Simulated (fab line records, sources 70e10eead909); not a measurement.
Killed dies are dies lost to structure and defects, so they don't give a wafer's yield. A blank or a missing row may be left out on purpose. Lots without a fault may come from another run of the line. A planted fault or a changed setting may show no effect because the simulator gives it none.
fab line records | flow nand_harc
record lots=24 wafers=72 last_day=34
route steps=1302 shown A_BLC@1132 A_M0@1151 A_M1@1184
lots that met no fault: from a run of the same line without faults
start_h: hours from the record's first day to the start of the lot's first wafer shown | wait_h: hours since the lot's step before | " the same as in the row above | L1.1+2: a row that stands for several wafers | - no value, or no start given | * or withheld: withheld | < > ~ a bound
route shown NAME@n: a module of which the file shows steps, and the number in the route of the first | usual: mean/standard deviation of fault-free wafers | same: alike in all rows | chamber/n: place in a boat | sites: the reading at each site | _std_site: their standard deviation | _edge_site: outer sites' mean less inner sites' | radius_mm: how far each site lies from the wafer's centre | mask NAME#n: copy n | behind: the tool/chamber that last shaped the wafer | hold: why the lot was held/for how many hours/how that ended | device: the transistor (n, p or np) that didn't switch | end of line: the same wafers' tests at the end of the route | a step without rows: its recipe alone | killed: dies lost to structure and defects at the first sort, not the wafer's yield | map: a wafer's dies, x killed, . not, _ none there
set.NAME: the setting as run; set.NAME@STEP: as run at that earlier step | model.NAME: the simulator's own value behind a step, which no gauge read
steps of the route over a sample of lots; a table a step, a row a wafer
services: from which hour (start_h, from the record's first day; less than 0 if before it) a tool's chamber was out of use, for how many hours, and why
## steps
# step NHARC_A_BLC_CVD_24
# recipe target_thk_a=1500 temp_c=300 pressure_torr=40 wf6_flow_sccm=40 h2_flow_sccm=1600 ar_flow_sccm=1560 time_s=434 material=W
# usual heater_power_w=484/35 throttle_valve_pct=7.9/0.4
# columns lot.wafer tool chamber start_h wait_h heater_power_w throttle_valve_pct
L074.2 cvd_w-01 0 - - 455 7.6
L074.1 " 1 " " 531 8.5
L074.4 " 0 " " 475 7.7
L075.2 cvd_w-02 0 - - 532 7.6
L075.1 " 1 " " 437 8.3
L075.5 " 1 " " 445 7.7
L076.2 cvd_w-01 0 - - 463 7.7
L076.1 " 1 " " 532 8.3
L076.4 " 1 " " 535 8.3
L077.1 cvd_w-02 0 - - 520 7.8
L077.2 " 1 " " 449 7.9
L077.4 " 0 " " 525 7.5
L078.2 cvd_w-02 1 - - 438 8.1
L078.4 " 0 " " 537 7.5
L078.5 " 0 " " 543 7.9
L079.2 cvd_w-01 1 - - 499 8.4
L079.1 " 0 " " 460 7.4
L079.4 " 1 " " 498 8.4
L080.2 cvd_w-01 0 - - 472 7.5
L080.3 " 0 " " 479 7.4
L080.5 " 0 " " 479 7.6
L081.4 cvd_w-02 0 - - 518 7.8
L081.5 " 0 " " 524 8.1
L081.6 " 1 " " 436 7.9
L083.2 cvd_w-01 0 - - 481 7.3
L083.3 " 0 " " 471 7.5
L083.5 " 0 " " 483 7.8
L082.4 cvd_w-02 0 - - 538 7.7
L082.5 " 0 " " 540 7.7
L082.6 " 1 " " 428 8.1
L084.2 cvd_w-01 0 - - 485 7.7
L084.1 " 1 " " 496 8.6
L084.6 " 0 " " 476 7.6
L085.2 cvd_w-01 1 - - 501 8.5
L085.3 " 0 " " 468 7.6
L085.6 " 0 " " 474 7.4
L087.4 cvd_w-01 1 - - 491 8.5
L087.5 " 1 " " 494 8.2
L087.6 " 0 " " 476 7.7
L088.2 cvd_w-01 0 - - 469 7.4
L088.4 " 1 " " 480 8.4
L088.5 " 1 " " 492 8.4
L086.1 cvd_w-02 0 - - 533 7.4
L086.3 " 0 " " 522 7.2
L086.4 " 1 " " 425 7.7
L089.2 cvd_w-01 0 - - 472 7.5
L089.1 " 1 " " 511 8.5
L089.4 " 1 " " 495 8.3
L091.2 cvd_w-01 0 - - 471 7.3
L091.3 " 1 " " 502 8.6
L091.6 " 0 " " 484 7.4
L090.1 cvd_w-02 0 - - 524 7.8
L090.3 " 1 " " 415 7.5
L090.4 " 0 " " 531 7.8
L092.2 cvd_w-01 1 - - 500 8.7
L092.3 " 1 " " 495 8.6
L092.5 " 1 " " 516 8.4
L093.2 cvd_w-02 1 - - 422 7.5
L093.3 " 1 " " 422 7.7
L093.6 " 0 " " 506 7.4
L094.1 cvd_w-02 1 - - 422 7.7
L094.3 " 1 " " 419 7.7
L094.4 " 0 " " 526 7.3
L095.2 cvd_w-01 1 - - 501 8.6
L095.4 " 1 " " 497 8.7
L095.5 " 1 " " 493 8.7
L096.2 cvd_w-02 1 - - 412 7.9
L096.4 " 0 " " 519 7.7
L096.6 " 1 " " 411 7.8
L097.1 cvd_w-01 0 - - 465 7.7
L097.3 " 0 " " 482 7.6
L097.5 " 1 " " 503 8.1
# step NHARC_A_M0_ETCH_34
# recipe target_depth_a=400 overetch_a=120 time_s=43.94 ion_energy_ev=200 n2_flow_sccm=150 h2_flow_sccm=150 ar_flow_sccm=0 rf_w=400 bias_w=150 chemistry=N2/H2
# usual drypump_motor_current_A=5.5/0.49 oes_product_au=1.003/0.0086 rf_vpp_V=430.9/2.7 showerhead_plenum_p_Torr=2.05/0.092 throttle_valve_pct=14.171/0.0093
# columns lot.wafer tool chamber start_h wait_h drypump_motor_current_A oes_product_au rf_hours_counter_h rf_vpp_V showerhead_plenum_p_Torr throttle_valve_pct
L074.2 rie_diel-10 1 525.85 0.1 5.4 1.000 6.9 427.6 1.91 14.176
L074.4 " 3 " " 5.2 0.989 7.3 435.3 2.19 14.165
L074.1 " 0 " " 6.7 1.014 7.2 429.4 2.01 14.171
L075.2 rie_diel-09 0 531.92 0.1 5.5 1.006 0.9 428.8 1.94 14.173
L075.1 " 2 " " 5.3 1.018 0.8 434.0 2.15 14.173
L075.5 " 0 " " 5.5 0.994 - 428.5 1.94 14.168
L076.1 rie_diel-09 3 532.96 0.1 4.9 1.005 1.0 432.9 2.12 14.177
L076.2 " 2 " " 5.3 1.017 0.9 435.3 2.15 14.176
L076.4 " 0 " " 5.5 0.998 - 428.2 1.94 14.167
L077.1 rie_diel-09 0 545.86 0.1 5.5 0.993 1.6 427.3 1.94 14.172
L077.2 " 3 " " 4.9 1.011 1.7 432.3 2.12 14.173
L077.4 " 0 " " 5.5 0.996 - 427.1 1.94 14.180
L078.2 rie_diel-09 3 556.35 0.1 4.9 1.013 2.7 433.1 2.12 14.182
L078.4 " 1 " " 5.7 0.998 - 429.2 2.00 14.183
L078.5 " 3 " " 4.9 1.004 - 432.9 2.12 14.167
L079.1 rie_diel-08 0 563.19 0.1 5.1 0.996 1.2 428.1 1.97 14.178
L079.2 " 1 " " 6.2 1.000 0.8 430.1 2.06 14.162
L079.4 " 3 " " 5.3 0.990 1.1 432.9 2.07 14.179
L080.2 rie_diel-09 2 580.01 0.1 5.3 1.013 2.3 432.7 2.15 14.184
L080.3 " 1 " " 5.7 1.007 3.0 429.2 2.00 14.164
L080.5 " 3 " " 4.9 0.991 - 432.8 2.12 14.177
L081.4 rie_diel-08 2 597.37 0.1 5.7 1.007 3.5 433.1 2.13 14.170
L081.5 " 0 " " 5.0 0.996 - 429.2 1.97 14.167
L081.6 " 1 " " 6.2 0.993 - 430.4 2.06 14.179
L083.3 rie_diel-09 1 609.99 0.1 5.7 1.010 4.2 430.5 2.00 14.159
L083.2 " 2 " " 5.3 1.016 3.5 434.3 2.15 14.177
L083.5 " 0 " " 5.5 0.993 - 427.0 1.94 14.178
L082.4 rie_diel-09 2 611.59 0.1 5.3 1.015 3.6 432.6 2.15 14.161
L082.5 " 1 " " 5.7 1.005 - 429.7 2.00 14.178
L082.6 " 2 " " 5.3 1.011 - 434.4 2.15 14.178
L084.2 rie_diel-10 1 635.74 0.1 5.4 0.990 0.7 428.1 1.91 14.174
L084.1 " 2 " " 5.0 1.007 1.0 433.9 2.18 14.168
L084.6 " 1 " " 5.4 1.007 - 427.0 1.91 14.161
L085.2 rie_diel-10 2 637.41 0.1 5.0 1.006 1.0 436.0 2.18 14.177
L085.3 " 3 " " 5.2 1.006 1.5 433.7 2.18 14.166
L085.6 " 3 " " 5.2 1.012 - 434.4 2.18 14.166
L087.4 rie_diel-09 3 649.90 0.1 4.9 1.011 6.7 433.0 2.12 14.181
L087.5 " 2 " " 5.3 1.015 - 433.2 2.15 14.166
L087.6 " 3 " " 4.9 1.004 - 432.6 2.12 14.190
L088.2 rie_diel-08 3 652.44 0.1 5.3 1.000 7.1 432.6 2.07 14.167
L088.4 " 0 " " 5.1 0.994 - 428.9 1.97 14.155
L088.5 " 3 " " 5.3 1.008 - 432.2 2.07 14.178
L086.1 rie_diel-08 3 653.00 0.1 5.3 1.015 7.2 431.8 2.07 14.166
L086.3 " 1 " " 6.1 0.996 5.8 432.6 2.06 14.176
L086.4 " 3 " " 5.3 1.009 - 431.2 2.07 14.176
L089.1 rie_diel-08 0 654.41 0.1 5.1 0.987 6.0 427.9 1.97 14.171
L089.2 " 1 " " 6.2 0.986 5.9 431.1 2.06 14.159
L089.4 " 1 " " 6.2 0.990 - 430.2 2.06 14.174
L091.3 rie_diel-08 2 678.79 0.1 5.7 1.017 9.3 433.9 2.13 14.184
L091.2 " 3 " " 5.3 0.997 9.2 430.2 2.07 14.169
L091.6 " 3 " " 5.3 1.006 - 432.2 2.07 14.163
L090.3 rie_diel-10 0 680.74 0.1 6.6 1.014 3.3 431.1 2.01 14.156
L090.4 " 1 " " 5.4 0.993 2.5 426.0 1.91 14.161
L090.1 " 3 " " 5.1 1.012 3.3 433.7 2.18 14.160
L092.2 rie_diel-10 2 699.57 0.1 5.0 1.002 4.1 435.0 2.18 14.171
L092.3 " 3 " " 5.2 1.006 4.7 435.2 2.18 14.178
L092.5 " 0 " " 6.7 1.013 - 430.2 2.01 14.167
L093.2 rie_diel-10 1 704.25 0.1 5.4 1.002 4.2 426.5 1.91 14.181
L093.3 " 2 " " 5.0 0.994 4.2 433.2 2.18 14.183
L093.6 " 1 " " 5.4 0.990 - 426.3 1.91 14.200
L094.1 rie_diel-09 0 708.63 0.1 5.5 1.009 1.4 427.8 1.94 14.171
L094.3 " 2 " " 5.3 1.026 1.6 432.5 2.15 14.162
L094.4 " 3 " " 4.9 0.998 1.4 433.1 2.12 14.186
L095.4 rie_diel-10 2 726.45 0.1 5.0 0.998 7.1 433.7 2.18 14.168
L095.2 " 3 " " 5.2 1.009 7.2 435.1 2.18 14.176
L095.5 " 1 " " 5.5 0.997 - 426.6 1.91 14.174
L096.4 rie_diel-10 3 727.01 0.1 5.2 0.996 7.3 434.9 2.18 14.184
L096.2 " 1 " " 5.5 1.000 5.8 426.8 1.91 14.157
L096.6 " 2 " " 5.1 1.003 - 434.6 2.18 14.159
L097.1 rie_diel-09 2 769.01 0.1 5.4 1.004 4.6 432.8 2.14 14.145
L097.3 " 3 " " 4.9 1.001 4.3 432.6 2.12 14.158
L097.5 " 1 " " 5.7 1.006 - 429.6 2.00 14.148
# step NHARC_A_M0_STRIP_18
# recipe power_w=1000 n2_flow_sccm=150 h2_flow_sccm=150 ar_flow_sccm=0 bias_w=0 chemistry=N2/H2
# usual drypump_motor_current_A=5.5/0.5 oes_product_au=1.003/0.01 rf_vpp_V=90.7/1 showerhead_plenum_p_Torr=2.06/0.094 throttle_valve_pct=14.172/0.0095
# columns lot.wafer tool chamber start_h wait_h drypump_motor_current_A oes_product_au rf_hours_counter_h rf_vpp_V showerhead_plenum_p_Torr throttle_valve_pct
L074.1 rie_diel-09 1 526.14 0.1 5.7 0.995 0.6 89.3 2.00 14.176
L074.4 " 2 " " 5.3 1.018 0.7 91.5 2.15 14.193
L074.2 " 3 " " 4.9 1.008 0.8 91.7 2.12 14.164
L075.2 rie_diel-10 2 532.24 0.1 5.0 1.011 7.8 91.6 2.18 14.178
L075.1 " 0 " " 6.6 1.022 7.8 90.6 2.01 14.163
L075.5 " 3 " " 5.2 0.994 - 90.5 2.19 14.175
L076.2 rie_diel-09 3 533.31 0.1 4.9 1.015 1.1 89.9 2.12 14.173
L076.1 " 0 " " 5.5 0.990 1.0 89.8 1.94 14.177
L076.4 " 2 " " 5.3 1.016 - 91.5 2.15 14.172
L077.2 rie_diel-09 0 546.23 0.1 5.5 1.004 1.7 90.1 1.94 14.173
L077.1 " 3 " " 4.9 1.001 1.8 92.3 2.12 14.192
L077.4 " 3 " " 4.9 1.017 - 90.6 2.12 14.177
L078.2 rie_diel-09 1 556.72 0.1 5.7 1.000 1.7 90.3 2.00 14.176
L078.4 " 3 " " 4.9 1.011 - 91.6 2.12 14.183
L078.5 " 0 " " 5.5 0.993 - 89.2 1.94 14.192
L079.2 rie_diel-10 2 563.51 0.1 5.0 1.011 9.7 91.5 2.18 14.177
L079.1 " 3 " " 5.2 0.985 9.8 92.8 2.19 14.193
L079.4 " 0 " " 6.7 1.010 9.9 88.9 2.01 14.180
L080.3 rie_diel-08 2 580.30 0.1 5.7 0.997 3.4 90.7 2.13 14.168
L080.2 " 0 " " 5.1 0.988 2.7 89.5 1.97 14.170
L080.5 " 2 " " 5.7 1.004 - 91.3 2.13 14.168
L081.4 rie_diel-09 2 597.68 0.1 5.3 1.013 3.4 90.2 2.15 14.168
L081.6 " 1 " " 5.7 1.006 - 89.5 2.00 14.170
L081.5 " 2 " " 5.3 1.017 - 90.6 2.15 14.170
L083.2 rie_diel-09 2 610.32 0.1 5.3 1.016 3.6 92.6 2.15 14.150
L083.3 " 3 " " 4.9 1.009 4.7 93.1 2.12 14.172
L083.5 " 1 " " 5.7 1.009 - 90.3 2.00 14.174
L082.4 rie_diel-09 2 611.94 0.1 5.3 1.015 3.7 92.0 2.15 14.164
L082.5 " 3 " " 4.9 1.013 - 93.2 2.12 14.163
L082.6 " 0 " " 5.6 0.990 - 89.4 1.94 14.175
L084.1 rie_diel-08 3 636.08 0.1 5.3 0.994 6.4 90.4 2.07 14.164
L084.2 " 0 " " 5.1 0.992 5.1 91.3 1.97 14.171
L084.6 " 1 " " 6.1 0.988 - 90.3 2.06 14.175
L085.2 rie_diel-10 3 637.73 0.1 5.2 0.997 1.6 92.2 2.18 14.166
L085.3 " 0 " " 6.7 1.004 1.5 91.3 2.01 14.173
L085.6 " 3 " " 5.2 0.992 - 92.3 2.18 14.178
L087.4 rie_diel-08 2 650.24 0.1 5.7 1.013 6.7 91.2 2.13 14.182
L087.5 " 0 " " 5.1 0.999 - 90.1 1.97 14.165
L087.6 " 1 " " 6.2 0.980 - 92.0 2.06 14.168
L088.2 rie_diel-10 1 652.76 0.1 5.5 0.998 1.9 88.4 1.91 14.160
L088.4 " 2 " " 5.0 1.001 2.1 90.4 2.18 14.161
L088.5 " 1 " " 5.4 0.995 - 90.4 1.91 14.177
L086.1 rie_diel-10 1 653.32 0.1 5.4 1.006 1.9 88.5 1.91 14.188
L086.4 " 2 " " 5.0 1.013 2.1 91.5 2.18 14.191
L086.3 " 3 " " 5.2 1.000 2.8 90.6 2.18 14.180
L089.1 rie_diel-10 1 654.75 0.1 5.5 0.994 2.0 90.5 1.91 14.166
L089.4 " 2 " " 5.0 1.002 2.2 90.8 2.18 14.169
L089.2 " 3 " " 5.2 1.000 2.8 91.4 2.18 14.167
L091.3 rie_diel-10 1 679.08 0.1 5.4 0.995 2.3 89.5 1.91 14.164
L091.2 " 0 " " 6.7 1.008 3.2 91.2 2.01 14.169
L091.6 " 2 " " 5.0 1.009 - 91.0 2.18 14.176
L090.3 rie_diel-08 3 681.03 0.1 5.3 0.999 9.6 90.3 2.07 14.147
L090.4 " 0 " " 5.1 0.997 8.3 89.8 1.97 14.179
L090.1 " 1 " " 6.2 0.992 8.9 90.2 2.06 14.166
L092.3 rie_diel-10 0 699.85 0.1 6.7 1.002 4.3 91.9 2.01 14.160
L092.2 " 3 " " 5.1 1.005 4.8 90.8 2.18 14.162
L092.5 " 1 " " 5.5 0.996 - 90.2 1.91 14.174
L093.2 rie_diel-08 3 704.53 0.1 5.3 1.005 10.4 90.0 2.07 14.162
L093.3 " 1 " " 6.2 0.989 10.2 91.1 2.06 14.175
L093.6 " 0 " " 5.0 0.995 - 91.1 1.97 14.165
L094.1 rie_diel-10 0 708.92 0.1 6.7 1.012 4.6 90.1 2.01 14.153
L094.4 " 1 " " 5.4 1.001 4.4 89.3 1.91 14.179
L094.3 " 2 " " 5.0 1.013 4.4 90.6 2.18 14.181
L095.2 rie_diel-09 2 726.73 0.1 5.3 1.016 2.7 91.2 2.15 14.163
L095.4 " 3 " " 4.9 1.004 2.3 91.5 2.12 14.164
L095.5 " 2 " " 5.3 1.019 - 92.3 2.15 14.168
L096.2 rie_diel-09 1 727.35 0.1 5.7 1.010 2.5 91.2 2.00 14.170
L096.4 " 2 " " 5.3 1.012 2.8 90.2 2.15 14.164
L096.6 " 0 " " 5.5 1.020 - 89.4 1.94 14.178
L097.1 rie_diel-09 2 769.30 0.1 5.4 1.019 4.7 90.3 2.14 14.164
L097.3 " 3 " " 4.9 1.001 4.3 92.1 2.12 14.168
L097.5 " 3 " " 4.9 0.998 - 89.9 2.12 14.193
# step NHARC_A_M0_DEGAS_28
# recipe temp_c=250 time_s=60
# usual heater_power_w=330/17
# columns lot.wafer tool chamber start_h wait_h heater_power_w
L074.2 pvd_sputter-02 - 526.68 - 307
L074.4 " - " " 327
L074.1 " - " " 307
L075.1 pvd_sputter-02 - 532.79 - 318
L075.2 " - " " 331
L075.5 " - " " 314
L076.2 pvd_sputter-01 - 533.87 - 333
L076.4 " - " " 307
L076.1 " - " " 326
L077.4 pvd_sputter-01 - 546.93 - 334
L077.2 " - " " 340
L077.1 " - " " 329
L078.4 pvd_sputter-02 - 557.25 - 329
L078.2 " - " " 326
L078.5 " - " " 318
L079.2 pvd_sputter-02 - 564.02 - 316
L079.4 " - " " 327
L079.1 " - " " 321
L080.2 pvd_sputter-03 - 580.85 - 361
L080.3 " - " " 374
L080.5 " - " " 312
L081.4 pvd_sputter-02 - 598.20 - 331
L081.5 " - " " 330
L081.6 " - " " 315
L083.3 pvd_sputter-02 - 610.82 - 312
L083.2 " - " " 331
L083.5 " - " " 321
L082.4 pvd_sputter-01 - 612.43 - 340
L082.5 " - " " 342
L082.6 " - " " 335
L084.1 pvd_sputter-01 - 636.58 - 345
L084.2 " - " " 335
L084.6 " - " " 333
L085.2 pvd_sputter-01 - 638.37 - 342
L085.3 " - " " 317
L085.6 " - " " 309
L087.4 pvd_sputter-02 - 650.76 - 320
L087.5 " - " " 340
L087.6 " - " " 326
L088.2 pvd_sputter-03 - 653.29 - 369
L088.4 " - " " 308
L088.5 " - " " 367
L086.4 pvd_sputter-02 - 653.87 - 317
L086.1 " - " " 335
L086.3 " - " " 326
L089.4 pvd_sputter-02 - 655.29 - 339
L089.2 " - " " 313
L089.1 " - " " 307
L091.2 pvd_sputter-03 - 679.63 - 358
L091.3 " - " " 335
L091.6 " - " " 361
L090.3 pvd_sputter-02 - 681.58 - 322
L090.1 " - " " 311
L090.4 " - " " 310
L092.3 pvd_sputter-03 - 700.41 - 372
L092.2 " - " " 332
L092.5 " - " " 362
L093.2 pvd_sputter-03 - 705.08 - 363
L093.3 " - " " 311
L093.6 " - " " 360
L094.3 pvd_sputter-01 - 709.46 - 347
L094.4 " - " " 323
L094.1 " - " " 346
L095.2 pvd_sputter-01 - 727.28 - 306
L095.4 " - " " 355
L095.5 " - " " 343
L096.2 pvd_sputter-01 - 727.85 - 337
L096.4 " - " " 313
L096.6 " - " " 338
L097.1 pvd_sputter-02 - 769.92 - 312
L097.3 " - " " 333
L097.5 " - " " 315
# step NHARC_A_M0_ANNEAL_30
# recipe temp_c=225 time_s=90
# usual wafer_temp_C_max=226.1/0.35
# columns lot.wafer tool chamber start_h wait_h wafer_temp_C_max
L074.1 rtp_anneal-01 0 527.56 - 225.7
L074.2 " 0 " " 225.9
L074.4 " 0 " " 225.9
L075.1 rtp_anneal-01 0 533.52 - 225.8
L075.2 " 0 " " 225.9
L075.5 " 0 " " 225.9
L076.1 rtp_anneal-02 0 534.60 - 226.4
L076.2 " 0 " " 226.5
L076.4 " 0 " " 226.3
L077.1 rtp_anneal-02 0 547.66 - 226.5
L077.2 " 0 " " 226.3
L077.4 " 0 " " 226.3
L078.2 rtp_anneal-02 0 558.04 0.3 226.1
L078.4 " 0 " " 226.3
L078.5 " 0 " " 225.9
L079.1 rtp_anneal-01 0 564.76 0.3 225.6
L079.2 " 0 " " 225.6
L079.4 " 0 " " 225.9
L080.2 rtp_anneal-01 0 581.63 0.3 225.9
L080.3 " 0 " " 226.0
L080.5 " 0 " " 225.9
L081.4 rtp_anneal-02 0 599.10 0.3 226.2
L081.5 " 0 " " 226.7
L081.6 " 0 " " 226.1
L083.2 rtp_anneal-01 0 611.60 - 225.8
L083.3 " 0 " " 225.6
L083.5 " 0 " " 225.6
L082.4 rtp_anneal-02 0 613.30 - 227.0
L082.5 " 0 " " 226.1
L082.6 " 0 " " 226.5
L084.1 rtp_anneal-02 0 637.32 0.3 226.2
L084.2 " 0 " " 226.1
L084.6 " 0 " " 226.3
L085.2 rtp_anneal-02 0 639.36 0.4 226.5
L085.3 " 0 " " 225.9
L085.6 " 0 " " 226.1
L087.4 rtp_anneal-02 0 651.63 0.4 225.9
L087.5 " 0 " " 226.3
L087.6 " 0 " " 226.6
L088.2 rtp_anneal-01 0 654.07 - 225.5
L088.4 " 0 " " 225.4
L088.5 " 0 " " 225.8
L086.1 rtp_anneal-01 0 654.63 0.3 226.0
L086.3 " 0 " " 225.6
L086.4 " 0 " " 225.7
L089.1 rtp_anneal-01 0 656.03 0.3 225.8
L089.2 " 0 " " 226.0
L089.4 " 0 " " 226.0
L091.2 rtp_anneal-02 0 680.41 - 226.1
L091.3 " 0 " " 226.7
L091.6 " 0 " " 226.4
L090.1 rtp_anneal-02 0 682.31 0.3 226.5
L090.3 " 0 " " 226.5
L090.4 " 0 " " 225.7
L092.2 rtp_anneal-01 0 701.19 - 226.1
L092.3 " 0 " " 225.6
L092.5 " 0 " " 226.0
L093.2 rtp_anneal-01 0 705.87 - 225.4
L093.3 " 0 " " 225.6
L093.6 " 0 " " 225.6
L094.1 rtp_anneal-02 0 710.26 0.3 226.0
L094.3 " 0 " " 226.1
L094.4 " 0 " " 226.5
L095.2 rtp_anneal-02 0 728.06 0.4 226.1
L095.4 " 0 " " 226.6
L095.5 " 0 " " 226.7
L096.2 rtp_anneal-02 0 728.74 0.4 226.2
L096.4 " 0 " " 226.0
L096.6 " 0 " " 226.9
L097.1 rtp_anneal-01 0 770.66 0.3 226.0
L097.3 " 0 " " 225.8
L097.5 " 0 " " 225.8
# step NHARC_A_M1_ETCH_15
# recipe target_depth_a=1825 time_s=91.2 c4f8_flow_sccm=withheld ar_flow_sccm=400 rf_w=600 bias_w=300 chemistry=C4F8/Ar
# usual oes_product_au=0.953/0.024 rf_vpp_V=441.0/2.6
# columns lot.wafer tool chamber start_h wait_h oes_product_au rf_hours_counter_h rf_vpp_V
L074.1 rie_diel-05 0 - - 0.965 4.6 439.8
L074.2 " 1 " " 0.976 4.9 446.4
L074.4 " 2 " " 0.966 4.6 443.0
L075.2 rie_diel-13 1 - - 0.961 0.5 440.7
L075.1 " 0 " " 0.955 0.7 442.6
L075.5 " 1 " " 0.962 - 441.7
L076.4 rie_diel-13 0 - - 0.952 0.7 443.0
L076.1 " 1 " " 0.982 0.6 440.1
L076.2 " 2 " " 0.972 0.5 437.4
L077.4 rie_diel-05 0 - - 0.927 6.6 442.3
L077.1 " 2 " " 0.926 5.9 444.9
L077.2 " 3 " " 0.931 6.3 443.9
L078.2 rie_diel-03 3 - - 0.968 2.7 440.9
L078.4 " 3 " " 0.970 - 438.7
L078.5 " 1 " " 0.954 - 437.5
L079.2 rie_diel-03 1 - - 0.911 3.1 439.2
L079.4 " 2 " " 0.923 2.7 439.2
L079.1 " 3 " " 0.938 2.9 439.6
L080.3 rie_diel-03 1 - - 0.929 3.7 438.6
L080.2 " 3 " " 0.933 3.6 441.9
L080.5 " 2 " " 0.924 - 437.2
L081.4 rie_diel-05 3 - - 0.964 0.2 443.8
L081.5 " 1 " " 0.994 - 445.8
L081.6 " 2 " " 0.956 - 444.9
L083.3 rie_diel-03 1 - - 0.905 4.5 440.3
L083.2 " 3 " " 0.939 4.5 442.0
L083.5 " 2 " " 0.932 - 439.0
L082.4 rie_diel-03 2 - - 0.953 4.3 438.3
L082.5 " 1 " " 0.933 - 437.7
L082.6 " 2 " " 0.960 - 439.4
L084.2 rie_diel-05 3 - - 0.981 2.8 445.5
L084.1 " 1 " " 0.983 2.0 444.8
L084.6 " 3 " " 0.995 - 445.7
L085.2 rie_diel-05 0 - - 0.971 2.7 439.3
L085.3 " 1 " " 0.978 2.1 445.3
L085.6 " 0 " " 0.957 - 441.7
L087.4 rie_diel-03 2 - - 0.969 0.1 439.0
L087.6 " 0 " " 0.979 - 438.3
L087.5 " 1 " " 0.976 - 438.6
L088.4 rie_diel-03 1 - - 0.949 0.2 440.0
L088.2 " 0 " " 0.974 0.2 439.5
L088.5 " 2 " " 0.966 - 438.5
L086.1 rie_diel-03 1 - - 0.973 0.2 439.0
L086.3 " 2 " " 0.984 0.2 438.6
L086.4 " 3 " " 0.970 0.2 440.7
L089.4 rie_diel-03 2 - - 0.987 0.3 438.2
L089.2 " 3 " " 0.973 0.2 440.9
L089.1 " 0 " " 0.948 0.3 439.9
L091.3 rie_diel-05 2 - - 0.918 5.0 444.3
L091.2 " 1 " " 0.943 4.8 443.3
L091.6 " 2 " " 0.919 - 443.9
L090.4 rie_diel-05 1 - - 0.991 4.9 444.1
L090.1 " 2 " " 0.956 5.1 445.1
L090.3 " 3 " " 0.959 5.5 443.9
L092.2 rie_diel-03 1 - - 0.918 1.3 437.5
L092.3 " 3 " " 0.933 1.1 441.3
L092.5 " 0 " " 0.919 - 439.8
L093.3 rie_diel-03 0 - - 0.974 1.2 439.1
L093.2 " 2 " " 0.972 1.4 437.9
L093.6 " 0 " " 0.972 - 438.8
L094.1 rie_diel-13 3 - - 0.975 0.1 439.5
L094.4 " 1 " " 0.980 0.2 440.7
L094.3 " 2 " " 0.975 0.1 437.0
L095.2 rie_diel-13 1 730.68 0.1 0.919 1.2 441.0
L095.5 " 0 " " 0.926 - 444.0
L095.4 " 1 " " 0.921 - 441.1
L096.4 rie_diel-05 2 - - 0.922 7.0 445.3
L096.2 " 3 " " 0.918 8.2 445.4
L096.6 " 0 " " 0.909 - 442.5
L097.3 rie_diel-13 1 - - 0.972 3.1 440.5
L097.1 " 2 " " 0.971 4.0 437.3
L097.5 " 0 " " 0.963 - 442.5
## services
# columns tool chamber start_h hours kind
rie_diel-08 3 516.00 6.1 repair
rie_diel-08 0 522.54 6.7 repair
rie_diel-09 - 525.22 0.2 repair
rie_diel-09 - 529.65 0.7 repair
rie_diel-08 - 544.88 9.0 pm
rie_diel-09 2 545.26 13.2 repair
cvd_w-01 - 547.00 13.0 pm
rie_diel-03 2 552.51 10.6 repair
rie_diel-10 - 596.50 9.0 pm
rie_diel-08 0 605.00 1.5 repair
rie_diel-03 1 626.78 7.1 repair
rie_diel-03 - 635.37 9.0 pm
pvd_sputter-02 - 638.01 10.0 pm
rie_diel-08 2 651.51 5.8 repair
rie_diel-09 - 674.10 9.0 pm
cvd_w-01 0 688.19 14.0 repair
rie_diel-10 0 692.68 4.7 repair
rie_diel-03 0 694.47 6.0 repair
rie_diel-10 1 709.16 4.5 repair
rie_diel-10 0 711.09 4.5 repair
rie_diel-09 1 717.98 3.8 repair
rie_diel-09 1 727.74 8.5 repair
cvd_w-01 - 728.00 13.0 pm
rtp_anneal-02 - 744.00 12.0 pm
## key
fault none
